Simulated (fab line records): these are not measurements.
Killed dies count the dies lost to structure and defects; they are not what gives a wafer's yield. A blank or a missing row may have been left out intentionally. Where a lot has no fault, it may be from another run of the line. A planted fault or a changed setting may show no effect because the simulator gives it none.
fab line records	flow n5_finfet
[record] lots = 24	wafers = 72	last_day = 19
route steps=1938 shown BEOL_M8@1352 BEOL_M9@1402
lots that met no fault: from a run of the same line without faults
start_h: hours from the record's opening day to when the first of the lot's shown wafers began	wait_h: how many hours have passed since the lot's step before this one	" repeats the value in the row above	L1.1+2: a row that stands for several wafers	- value missing, or start not given	* or withheld: withheld	< > ~ a bound
route shown NAME@n: names a module that has steps shown in the file, with the first one's number in the route	usual: the fault-free wafers' mean and standard deviation	same: alike in all rows	chamber/n: place in a boat	sites: the reading at each site	_std_site: the values' standard deviation	_edge_site: mean of outer sites minus mean of inner sites	radius_mm: for every site, how far away it sits from the centre of the wafer	mask NAME#n: copy n	behind: the most recent tool/chamber to have shaped the wafer	hold: why the lot was held/for how many hours/how that ended	device: the n, p or np transistor that did not switch	end of line: tests of these same wafers at the route's end	a step with no rows: only its recipe	killed: at the first sort, the dies lost to defects and structure; wafer yield is something else	map: the dies of a wafer, with x for killed, . for not killed, _ for no die there
set.NAME: the setting that was run; set.NAME@STEP: the one run at that earlier step	model.NAME: the simulator's own value behind a step, which no gauge read
route steps across a sampled set of lots; one table per step, one row per wafer
services: from which hour (start_h, from the record's first day; less than 0 if before it) a tool's chamber was out of use, for how many hours, and why
[[steps]]
[step N5_BEOL_M8_STRIP_67]
[recipe] chemistry = CF4	resist = SiARC	power_w = 300	bias_power_w = 75	pressure_mtorr = 50	cf4_flow_sccm = 150	rf_frequency_hz = 6e+07
[usual] chamber_pressure_mTorr = 49.99/0.054	drypump_motor_current_A = 5.7/0.37	oes_product_au = 0.78/0.077	rf_vpp_V = 271.3/1.1	showerhead_plenum_p_Torr = 1.80/0.038	throttle_valve_pct = 13.62/0.2
lot.wafer	tool	chamber	start_h	wait_h	chamber_pressure_mTorr	drypump_motor_current_A	oes_product_au	rf_hours_counter_h	rf_vpp_V	showerhead_plenum_p_Torr	throttle_valve_pct
L074.3	rie_diel-05	2	235.54	0.0	49.98	5.5	0.68	235	269.0	1.78	13.74
L074.5	"	1	"	"	50.05	5.4	0.73	-	271.4	1.78	13.88
L074.6	"	2	"	"	50.01	5.5	0.69	-	271.3	1.78	13.73
L075.2	rie_diel-02	0	238.77	0.0	50.02	5.2	0.70	246	272.9	1.85	14.06
L075.3	"	1	"	"	49.98	5.0	0.69	246	270.6	1.75	13.70
L075.5	"	3	"	"	49.93	6.4	0.87	-	273.1	1.90	13.50
L076.1	rie_diel-06	0	239.53	0.0	49.98	5.8	0.86	53	272.9	1.83	13.49
L076.2	"	1	"	"	50.04	5.7	0.83	56	272.3	1.83	13.41
L076.6	"	2	"	"	50.04	6.3	0.69	-	272.5	1.78	13.85
L077.1	rie_diel-05	2	248.40	0.0	50.05	5.5	0.68	240	271.4	1.77	13.75
L077.2	"	0	"	"	50.02	6.3	0.70	193	271.0	1.77	13.82
L077.6	"	0	"	"	50.07	6.3	0.70	-	269.4	1.77	13.82
L078.1	rie_diel-05	0	256.03	0.0	49.93	6.2	0.70	196	269.9	1.77	13.83
L078.3	"	3	"	"	50.00	5.3	0.84	55	271.0	1.81	13.32
L078.4	"	1	"	"	49.99	5.4	0.72	197	269.3	1.78	13.92
L080.3	rie_diel-06	2	269.02	0.0	49.99	6.3	0.69	231	269.6	1.78	13.88
L080.5	"	2	"	"	50.01	6.3	0.69	-	268.0	1.78	13.87
L080.6	"	3	"	"	49.96	5.9	0.72	-	270.2	1.77	13.73
L079.1	rie_diel-05	0	272.18	0.0	49.95	6.2	0.70	202	271.1	1.77	13.83
L079.3	"	2	"	"	49.90	5.5	0.68	248	271.0	1.77	13.78
L079.6	"	2	"	"	49.97	5.5	0.68	-	272.3	1.77	13.77
L081.1	rie_diel-02	3	272.56	0.0	50.05	6.4	0.85	52	273.0	1.90	13.54
L081.2	"	0	"	"	49.90	5.2	0.95	2	271.2	1.85	13.48
L081.5	"	2	"	"	50.07	5.8	0.82	-	272.9	1.82	13.57
L082.1	rie_diel-06	2	281.18	0.0	50.01	6.3	0.68	236	271.8	1.78	13.90
L082.2	"	3	"	"	49.98	5.8	0.72	209	273.6	1.77	13.74
L082.6	"	1	"	"	50.02	5.8	0.81	-	272.7	1.83	13.41
L083.1	rie_diel-05	3	284.54	0.0	49.95	5.3	0.82	67	272.2	1.81	13.35
L083.2	"	0	"	"	49.95	6.2	0.69	208	269.3	1.77	13.85
L083.3	"	1	"	"	49.90	5.4	0.71	209	270.5	1.78	13.92
L084.1	rie_diel-06	0	287.81	0.0	49.99	5.8	0.84	69	270.2	1.82	13.54
L084.5	"	3	"	"	49.89	5.8	0.71	-	271.1	1.77	13.74
L084.6	"	0	"	"	50.01	5.8	0.83	-	271.8	1.82	13.55
L087.2	rie_diel-02	0	300.82	0.0	49.96	5.2	0.90	15	271.9	1.84	13.51
L087.5	"	0	"	"	49.95	5.2	0.90	-	271.4	1.84	13.51
L087.6	"	3	"	"	49.92	6.4	0.84	-	273.4	1.90	13.57
L085.1	rie_diel-06	0	309.18	0.0	49.92	5.8	0.83	77	271.8	1.82	13.58
L085.3	"	1	"	"	49.98	5.8	0.80	80	270.9	1.83	13.46
L085.6	"	2	"	"	50.01	6.3	0.68	-	271.4	1.78	13.88
L086.1	rie_diel-05	1	313.72	0.0	50.05	5.4	0.71	220	270.3	1.78	13.94
L086.3	"	3	"	"	49.98	5.3	0.81	78	270.6	1.80	13.38
L086.5	"	1	"	"	50.01	5.3	0.71	-	271.3	1.78	13.93
L089.1	rie_diel-02	0	316.23	0.0	50.00	5.2	0.89	21	272.4	1.84	13.52
L089.3	"	1	"	"	50.01	5.0	0.96	5	269.8	1.75	13.15
L089.6	"	2	"	"	50.02	5.8	0.80	-	270.8	1.81	13.61
L091.1	rie_diel-06	0	323.66	0.0	50.03	5.8	0.82	83	272.0	1.82	13.56
L091.4	"	3	"	"	49.93	5.9	0.70	-	270.0	1.76	13.78
L091.6	"	1	"	"	50.05	5.7	0.80	-	270.9	1.83	13.48
L088.3	rie_diel-06	1	324.86	0.0	50.04	5.8	0.79	86	272.0	1.82	13.47
L088.5	"	0	"	"	49.98	5.8	0.82	-	272.6	1.82	13.57
L088.6	"	3	"	"	50.05	5.8	0.70	-	271.1	1.76	13.79
L092.2	rie_diel-06	3	325.39	0.0	50.00	5.8	0.70	226	270.6	1.76	13.77
L092.3	"	1	"	"	50.12	5.7	0.80	86	270.8	1.82	13.48
L092.6	"	3	"	"	50.02	5.8	0.70	-	269.8	1.76	13.79
L090.1	rie_diel-06	0	339.37	0.0	49.95	5.8	0.81	89	271.9	1.82	13.58
L090.3	"	1	"	"	50.08	5.7	0.79	92	271.5	1.82	13.48
L090.5	"	3	"	"	49.97	5.8	0.69	-	272.4	1.76	13.77
L095.1	rie_diel-02	0	349.80	0.0	49.98	5.2	0.86	33	270.0	1.84	13.53
L095.4	"	2	"	"	49.92	5.8	0.78	109	270.5	1.81	13.64
L095.6	"	1	"	"	49.95	5.0	0.92	-	272.6	1.74	13.18
L093.1	rie_diel-06	0	353.82	0.0	50.05	5.8	0.82	97	273.3	1.82	13.60
L093.3	"	3	"	"	49.99	5.8	0.69	239	270.9	1.76	13.80
L093.5	"	0	"	"	49.95	5.8	0.81	-	271.7	1.82	13.61
L094.1	rie_diel-05	3	360.49	0.0	50.03	5.3	0.79	97	271.1	1.80	13.42
L094.2	"	0	"	"	50.06	6.3	0.67	238	272.5	1.76	13.91
L094.5	"	1	"	"	49.99	5.4	0.69	-	269.5	1.77	13.99
L097.1	rie_diel-06	1	385.98	0.0	49.94	5.8	0.77	110	270.5	1.82	13.53
L097.3	"	0	"	"	50.07	5.8	0.80	107	271.6	1.81	13.62
L097.6	"	3	"	"	50.06	5.8	0.69	-	269.3	1.76	13.82
L096.1	rie_diel-02	3	386.03	0.0	49.94	6.3	0.79	98	272.0	1.89	13.64
L096.3	"	1	"	"	50.00	4.9	0.89	32	270.3	1.74	13.21
L096.4	"	0	"	"	50.04	5.2	0.86	39	271.2	1.83	13.57
[step N5_BEOL_M8_CD_MEAS_28]
[recipe] target_cd_nm = 40	landing_energy_ev = 500	detector = se_inlens
[usual] cd_nm = 39.99/0.24
lot.wafer	tool	chamber	start_h	wait_h	cd_nm
L074.3	cd_sem-02	0	237.26	-	39.66
L074.5	"	0	"	"	40.03
L074.6	"	0	"	"	39.79
L075.2	cd_sem-01	0	240.27	-	40.06
L075.3	"	0	"	"	40.35
L075.5	"	0	"	"	40.15
L076.1	cd_sem-01	0	240.44	-	40.16
L076.2	"	0	"	"	39.78
L076.6	"	0	"	"	39.84
L077.1	cd_sem-01	0	251.27	-	39.86
L077.2	"	0	"	"	39.94
L077.6	"	0	"	"	40.22
L078.1	cd_sem-03	0	257.20	-	39.91
L078.3	"	0	"	"	39.79
L078.4	"	0	"	"	39.89
L080.3	cd_sem-03	0	270.51	-	39.83
L080.5	"	0	"	"	39.81
L080.6	"	0	"	"	40.28
L079.1	cd_sem-01	0	275.86	-	40.17
L079.3	"	0	"	"	40.42
L079.6	"	0	"	"	40.07
L081.1	cd_sem-02	0	275.90	-	39.69
L081.2	"	0	"	"	39.84
L081.5	"	0	"	"	39.52
L082.1	cd_sem-03	0	282.68	-	40.61
L082.2	"	0	"	"	40.06
L082.6	"	0	"	"	40.02
L083.1	cd_sem-03	0	286.22	-	40.06
L083.2	"	0	"	"	40.16
L083.3	"	0	"	"	40.02
L084.1	cd_sem-02	0	290.41	-	39.86
L084.5	"	0	"	"	39.96
L084.6	"	0	"	"	39.61
L087.2	cd_sem-02	0	303.27	-	40.18
L087.5	"	0	"	"	39.87
L087.6	"	0	"	"	40.02
L085.1	cd_sem-03	0	310.60	-	40.35
L085.3	"	0	"	"	39.96
L085.6	"	0	"	"	40.17
L086.1	cd_sem-01	0	314.48	-	39.79
L086.3	"	0	"	"	40.28
L086.5	"	0	"	"	39.80
L089.1	cd_sem-03	0	318.45	-	40.27
L089.3	"	0	"	"	39.81
L089.6	"	0	"	"	39.96
L091.1	cd_sem-01	0	324.19	-	39.66
L091.4	"	0	"	"	40.24
L091.6	"	0	"	"	39.61
L088.3	cd_sem-02	0	325.49	-	40.18
L088.5	"	0	"	"	39.89
L088.6	"	0	"	"	39.91
L092.2	cd_sem-02	0	328.41	-	40.15
L092.3	"	0	"	"	40.00
L092.6	"	0	"	"	40.11
L090.1	cd_sem-02	0	341.32	-	40.30
L090.3	"	0	"	"	39.38
L090.5	"	0	"	"	40.13
L095.1	cd_sem-02	0	351.79	-	39.87
L095.4	"	0	"	"	39.97
L095.6	"	0	"	"	40.10
L093.1	cd_sem-02	0	354.39	-	40.08
L093.3	"	0	"	"	39.83
L093.5	"	0	"	"	40.52
L094.1	cd_sem-02	0	364.65	-	40.31
L094.2	"	0	"	"	39.92
L094.5	"	0	"	"	40.10
L097.1	cd_sem-03	0	386.86	-	39.83
L097.3	"	0	"	"	40.36
L097.6	"	0	"	"	39.69
L096.1	cd_sem-02	0	390.19	-	40.03
L096.3	"	0	"	"	39.93
L096.4	"	0	"	"	39.59
[step N5_BEOL_M8_OVL_MEAS_29]
[recipe] points_per_wafer = 522
[usual] V7_OVL = -0.3/0.69
lot.wafer	tool	chamber	start_h	wait_h	V7_OVL[nm]
L074.3	overlay-01	0	237.30	0.0	-0.4
L074.5	"	0	"	"	0.8
L074.6	"	0	"	"	-0.4
L075.2	overlay-01	0	240.31	0.0	-0.1
L075.3	"	0	"	"	-0.2
L075.5	"	0	"	"	-0.5
L076.1	overlay-01	0	240.47	0.0	-1.2
L076.2	"	0	"	"	-1.4
L076.6	"	0	"	"	-0.8
L077.1	overlay-01	0	251.30	0.0	-0.2
L077.2	"	0	"	"	-0.9
L077.6	"	0	"	"	-1.4
L078.1	overlay-02	0	257.23	0.0	-0.3
L078.3	"	0	"	"	-0.3
L078.4	"	0	"	"	-1.6
L080.3	overlay-02	0	270.55	0.0	-0.3
L080.5	"	0	"	"	0.3
L080.6	"	0	"	"	0.6
L079.1	overlay-02	0	275.89	0.0	-0.5
L079.3	"	0	"	"	-0.9
L079.6	"	0	"	"	0.0
L081.1	overlay-01	0	275.93	0.0	-0.7
L081.2	"	0	"	"	-0.7
L081.5	"	0	"	"	-0.5
L082.1	overlay-01	0	282.71	0.0	-0.5
L082.2	"	0	"	"	-0.5
L082.6	"	0	"	"	-0.5
L083.1	overlay-01	0	286.25	0.0	0.2
L083.2	"	0	"	"	-0.4
L083.3	"	0	"	"	0.6
L084.1	overlay-01	0	290.44	0.0	0.4
L084.5	"	0	"	"	1.7
L084.6	"	0	"	"	1.5
L087.2	overlay-01	0	303.31	0.0	-0.3
L087.5	"	0	"	"	-0.3
L087.6	"	0	"	"	0.3
L085.1	overlay-02	0	310.63	0.0	-0.1
L085.3	"	0	"	"	0.1
L085.6	"	0	"	"	-0.1
L086.1	overlay-01	0	314.51	0.0	-0.9
L086.3	"	0	"	"	-0.8
L086.5	"	0	"	"	-1.1
L089.1	overlay-02	0	318.48	0.0	0.0
L089.3	"	0	"	"	0.1
L089.6	"	0	"	"	1.1
L091.1	overlay-02	0	324.22	0.0	0.5
L091.4	"	0	"	"	0.3
L091.6	"	0	"	"	0.1
L088.3	overlay-02	0	325.54	0.0	-0.6
L088.5	"	0	"	"	-0.9
L088.6	"	0	"	"	-0.8
L092.2	overlay-02	0	328.44	0.0	-0.9
L092.3	"	0	"	"	-1.9
L092.6	"	0	"	"	-1.0
L090.1	overlay-02	0	341.35	0.0	-1.3
L090.3	"	0	"	"	-1.2
L090.5	"	0	"	"	-0.9
L095.1	overlay-02	0	351.82	0.0	-0.7
L095.4	"	0	"	"	-0.6
L095.6	"	0	"	"	-0.2
L093.1	overlay-02	0	354.42	0.0	-1.0
L093.3	"	0	"	"	0.4
L093.5	"	0	"	"	-0.4
L094.1	overlay-02	0	364.68	0.0	0.1
L094.2	"	0	"	"	0.0
L094.5	"	0	"	"	-0.5
L097.1	overlay-02	0	386.89	0.0	-0.6
L097.3	"	0	"	"	-0.7
L097.6	"	0	"	"	-1.0
L096.1	overlay-01	0	390.22	0.0	-0.4
L096.3	"	0	"	"	-0.2
L096.4	"	0	"	"	0.4
[step N5_BEOL_M8_SURFACE_TREAT_79]
[recipe] gas = Ar	time_s = *	ion_energy_ev = *	ion_current_ma_cm2 = 0.5	pressure_mtorr = *	ar_flow_sccm = 30
[usual] ar_flow_sccm = 29.99/0.092	throttle_valve_pct = *
lot.wafer	tool	chamber	start_h	wait_h	ar_flow_sccm	throttle_valve_pct
L074.3	pvd_sputter-03	-	238.77	0.2	29.96	*
L074.5	"	-	"	"	30.13	*
L074.6	"	-	"	"	29.94	*
L075.2	pvd_sputter-02	-	243.53	1.7	30.11	*
L075.3	"	-	"	"	30.02	*
L075.5	"	-	"	"	29.93	*
L076.1	pvd_sputter-03	-	244.34	0.2	30.04	*
L076.2	"	-	"	"	30.07	*
L076.6	"	-	"	"	30.01	*
L077.1	pvd_sputter-01	-	253.07	0.2	29.97	*
L077.2	"	-	"	"	29.91	*
L077.6	"	-	"	"	29.84	*
L078.1	pvd_sputter-02	-	259.45	0.3	29.91	*
L078.3	"	-	"	"	29.89	*
L078.4	"	-	"	"	29.90	*
L080.3	pvd_sputter-02	-	272.36	0.2	29.91	*
L080.5	"	-	"	"	30.01	*
L080.6	"	-	"	"	30.04	*
L079.1	pvd_sputter-01	-	277.40	0.2	30.05	*
L079.3	"	-	"	"	29.84	*
L079.6	"	-	"	"	29.92	*
L081.1	pvd_sputter-03	-	278.05	0.2	30.00	*
L081.2	"	-	"	"	30.03	*
L081.5	"	-	"	"	29.95	*
L082.1	pvd_sputter-01	-	284.62	0.2	30.08	*
L082.2	"	-	"	"	30.08	*
L082.6	"	-	"	"	30.00	*
L083.1	pvd_sputter-03	-	288.03	0.3	30.07	*
L083.2	"	-	"	"	30.23	*
L083.3	"	-	"	"	29.95	*
L084.1	pvd_sputter-02	-	293.70	0.3	30.05	*
L084.5	"	-	"	"	30.01	*
L084.6	"	-	"	"	29.90	*
L087.2	pvd_sputter-01	-	305.58	0.2	29.94	*
L087.5	"	-	"	"	29.98	*
L087.6	"	-	"	"	29.92	*
L085.1	pvd_sputter-01	-	312.56	0.2	29.83	*
L085.3	"	-	"	"	29.89	*
L085.6	"	-	"	"	29.97	*
L086.1	pvd_sputter-03	-	316.47	0.2	30.10	*
L086.3	"	-	"	"	30.02	*
L086.5	"	-	"	"	30.01	*
L089.1	pvd_sputter-02	-	320.45	0.2	29.88	*
L089.3	"	-	"	"	30.11	*
L089.6	"	-	"	"	29.89	*
L091.1	pvd_sputter-01	-	325.81	0.2	29.92	*
L091.4	"	-	"	"	29.88	*
L091.6	"	-	"	"	29.84	*
L088.3	pvd_sputter-01	-	328.67	0.2	30.07	*
L088.5	"	-	"	"	29.94	*
L088.6	"	-	"	"	29.97	*
L092.2	pvd_sputter-01	-	330.63	0.2	30.03	*
L092.3	"	-	"	"	30.01	*
L092.6	"	-	"	"	29.83	*
L090.1	pvd_sputter-03	-	342.89	0.2	30.06	*
L090.3	"	-	"	"	30.11	*
L090.5	"	-	"	"	29.99	*
L095.1	pvd_sputter-02	-	353.93	0.2	29.94	*
L095.4	"	-	"	"	29.79	*
L095.6	"	-	"	"	29.87	*
L093.1	pvd_sputter-02	-	356.33	0.2	29.95	*
L093.3	"	-	"	"	30.15	*
L093.5	"	-	"	"	29.95	*
L094.1	pvd_sputter-02	-	366.72	0.3	30.02	*
L094.2	"	-	"	"	30.19	*
L094.5	"	-	"	"	29.97	*
L097.1	pvd_sputter-02	-	388.40	0.2	30.00	*
L097.3	"	-	"	"	30.14	*
L097.6	"	-	"	"	29.93	*
L096.1	pvd_sputter-02	-	391.81	0.2	30.00	*
L096.3	"	-	"	"	30.02	*
L096.4	"	-	"	"	30.03	*
[step N5_BEOL_M8_INSPECT_58]
[recipe] inspect_instrument = darkfield	mode = post_dep
[usual] raw_defect_count = 75/23
lot.wafer	tool	chamber	start_h	wait_h	raw_defect_count
L074.3	defect_inspect-02	-	241.56	0.0	98
L074.5	"	-	"	"	77
L074.6	"	-	"	"	61
L075.2	defect_inspect-01	-	244.94	0.0	62
L075.3	"	-	"	"	72
L075.5	"	-	"	"	56
L076.1	defect_inspect-01	-	245.92	0.0	98
L076.2	"	-	"	"	56
L076.6	"	-	"	"	131
L077.1	defect_inspect-02	-	254.74	0.0	34
L077.2	"	-	"	"	68
L077.6	"	-	"	"	82
L078.1	defect_inspect-02	-	261.56	0.0	107
L078.3	"	-	"	"	78
L078.4	"	-	"	"	61
L080.3	defect_inspect-01	-	275.26	0.0	96
L080.5	"	-	"	"	46
L080.6	"	-	"	"	80
L079.1	defect_inspect-02	-	278.72	0.0	69
L079.3	"	-	"	"	92
L079.6	"	-	"	"	95
L081.1	defect_inspect-02	-	280.54	0.0	72
L081.2	"	-	"	"	40
L081.5	"	-	"	"	60
L082.1	defect_inspect-02	-	286.00	0.0	55
L082.2	"	-	"	"	66
L082.6	"	-	"	"	71
L083.1	defect_inspect-02	-	289.52	0.0	98
L083.2	"	-	"	"	69
L083.3	"	-	"	"	63
L084.1	defect_inspect-02	-	294.89	0.0	68
L084.5	"	-	"	"	67
L084.6	"	-	"	"	50
L087.2	defect_inspect-01	-	307.10	0.0	78
L087.5	"	-	"	"	86
L087.6	"	-	"	"	58
L085.1	defect_inspect-01	-	313.83	0.0	57
L085.3	"	-	"	"	66
L085.6	"	-	"	"	84
L086.1	defect_inspect-02	-	318.25	0.0	60
L086.3	"	-	"	"	43
L086.5	"	-	"	"	51
L089.1	defect_inspect-01	-	321.66	0.0	89
L089.3	"	-	"	"	76
L089.6	"	-	"	"	68
L091.1	defect_inspect-01	-	328.92	0.0	78
L091.4	"	-	"	"	97
L091.6	"	-	"	"	88
L088.3	defect_inspect-02	-	329.86	0.0	68
L088.5	"	-	"	"	78
L088.6	"	-	"	"	68
L092.2	defect_inspect-01	-	331.78	0.0	78
L092.3	"	-	"	"	64
L092.6	"	-	"	"	82
L090.1	defect_inspect-02	-	344.33	0.0	114
L090.3	"	-	"	"	80
L090.5	"	-	"	"	83
L095.1	defect_inspect-02	-	355.82	0.0	82
L095.4	"	-	"	"	64
L095.6	"	-	"	"	74
L093.1	defect_inspect-02	-	357.58	0.0	89
L093.3	"	-	"	"	156
L093.5	"	-	"	"	60
L094.1	defect_inspect-02	-	368.97	0.0	59
L094.2	"	-	"	"	51
L094.5	"	-	"	"	50
L097.1	defect_inspect-01	-	389.97	0.0	95
L097.3	"	-	"	"	73
L097.6	"	-	"	"	71
L096.1	defect_inspect-01	-	393.39	0.0	58
L096.3	"	-	"	"	86
L096.4	"	-	"	"	82
[step N5_BEOL_M9_CURE_71]
[recipe] temp_c = 385	time_s = 240	ambient = He/Ar	material = SiCOH_lowk
[usual] lamp_power_pct = 52.31/0.056	wafer_temp_C_max = 386.8/0.86
lot.wafer	tool	chamber	start_h	wait_h	lamp_power_pct	wafer_temp_C_max
L074.3	uv_cure-03	1	241.84	0.2	52.20	386.5
L074.5	"	1	"	"	52.38	386.3
L074.6	"	1	"	"	52.30	386.2
L075.2	uv_cure-03	2	245.13	0.1	52.26	385.6
L075.3	"	2	"	"	52.34	385.9
L075.5	"	2	"	"	52.41	386.0
L076.1	uv_cure-01	1	246.06	0.1	52.26	387.4
L076.2	"	1	"	"	52.31	388.3
L076.6	"	1	"	"	52.38	388.8
L077.1	uv_cure-02	1	254.92	0.1	52.37	386.1
L077.2	"	1	"	"	52.28	386.3
L077.6	"	1	"	"	52.31	386.6
L078.1	uv_cure-01	2	262.72	1.1	52.31	386.1
L078.3	"	2	"	"	52.31	386.2
L078.4	"	2	"	"	52.35	386.3
L080.3	uv_cure-01	2	275.54	0.2	52.23	386.1
L080.5	"	2	"	"	52.26	386.2
L080.6	"	2	"	"	52.22	385.7
L079.1	uv_cure-03	1	278.84	0.0	52.38	386.2
L079.3	"	1	"	"	52.19	386.1
L079.6	"	1	"	"	52.38	386.9
L081.1	uv_cure-02	2	280.73	0.1	52.22	386.0
L081.2	"	2	"	"	52.34	386.6
L081.5	"	2	"	"	52.28	386.1
L082.1	uv_cure-01	1	286.33	0.3	52.34	388.3
L082.2	"	1	"	"	52.35	387.2
L082.6	"	1	"	"	52.32	387.5
L083.1	uv_cure-01	1	289.64	0.0	52.30	388.1
L083.2	"	1	"	"	52.43	387.8
L083.3	"	1	"	"	52.27	387.8
L084.1	uv_cure-01	1	295.10	0.1	52.35	388.5
L084.5	"	1	"	"	52.31	387.6
L084.6	"	1	"	"	52.16	388.4
L087.2	uv_cure-02	1	307.30	0.1	52.46	386.1
L087.5	"	1	"	"	52.37	386.1
L087.6	"	1	"	"	52.38	385.8
L085.1	uv_cure-01	0	313.94	0.0	52.36	388.9
L085.3	"	0	"	"	52.22	387.4
L085.6	"	0	"	"	52.30	388.5
L086.1	uv_cure-01	2	318.37	0.0	52.24	386.2
L086.3	"	2	"	"	52.31	385.9
L086.5	"	2	"	"	52.45	386.1
L089.1	uv_cure-01	0	321.77	0.0	52.26	389.1
L089.3	"	0	"	"	52.30	388.2
L089.6	"	0	"	"	52.30	387.8
L091.1	uv_cure-01	0	329.03	0.0	52.28	387.8
L091.4	"	0	"	"	52.35	388.3
L091.6	"	0	"	"	52.30	386.8
L088.3	uv_cure-03	0	330.29	0.4	52.29	386.4
L088.5	"	0	"	"	52.27	386.9
L088.6	"	0	"	"	52.29	386.6
L092.2	uv_cure-03	1	332.57	0.7	52.29	386.4
L092.3	"	1	"	"	52.26	386.6
L092.6	"	1	"	"	52.31	386.2
L090.1	uv_cure-03	1	344.45	0.0	52.32	386.4
L090.3	"	1	"	"	52.35	386.5
L090.5	"	1	"	"	52.26	386.0
L095.1	uv_cure-01	1	355.94	0.0	52.23	387.6
L095.4	"	1	"	"	52.30	388.0
L095.6	"	1	"	"	52.37	388.0
L093.1	uv_cure-01	2	357.70	0.0	52.33	387.3
L093.3	"	2	"	"	52.30	386.2
L093.5	"	2	"	"	52.35	386.0
L094.1	uv_cure-03	1	369.12	0.1	52.25	386.3
L094.2	"	1	"	"	52.29	386.9
L094.5	"	1	"	"	52.38	386.3
L097.1	uv_cure-03	1	390.11	0.1	52.32	386.5
L097.3	"	1	"	"	52.39	386.3
L097.6	"	1	"	"	52.28	386.1
L096.1	uv_cure-02	1	393.51	0.0	52.40	385.9
L096.3	"	1	"	"	52.23	385.9
L096.4	"	1	"	"	52.26	385.8
[[services]]
tool	chamber	start_h	hours	kind
rie_diel-02	2	212.97	7.8	repair
rie_diel-02	0	233.99	1.9	repair
rie_diel-02	0	250.82	-	clean
rie_diel-02	0	250.82	-	consumable_replace:focus_ring
rie_diel-02	0	250.82	18.0	scheduled_down
uv_cure-02	-	260.18	6.9	repair
rie_diel-02	2	274.60	2.7	repair
rie_diel-05	2	276.14	-	clean
rie_diel-05	2	276.14	-	consumable_replace:focus_ring
rie_diel-05	2	276.14	16.3	scheduled_down
rie_diel-05	2	276.14	16.3	vent_cycle
rie_diel-06	2	318.16	10.9	repair
uv_cure-01	-	329.99	7.1	pm
uv_cure-03	-	352.18	1.0	pm
uv_cure-02	-	355.46	7.5	pm
rie_diel-02	0	359.18	8.3	repair
uv_cure-01	-	363.33	5.0	pm
uv_cure-01	-	368.33	7.5	pm
uv_cure-01	-	375.88	1.0	pm
uv_cure-02	-	382.18	0.8	repair
rie_diel-06	3	388.92	-	clean
rie_diel-06	3	388.92	-	consumable_replace:focus_ring
rie_diel-06	3	388.92	19.5	scheduled_down
rie_diel-06	3	388.92	19.5	vent_cycle
[[key]]
fault none
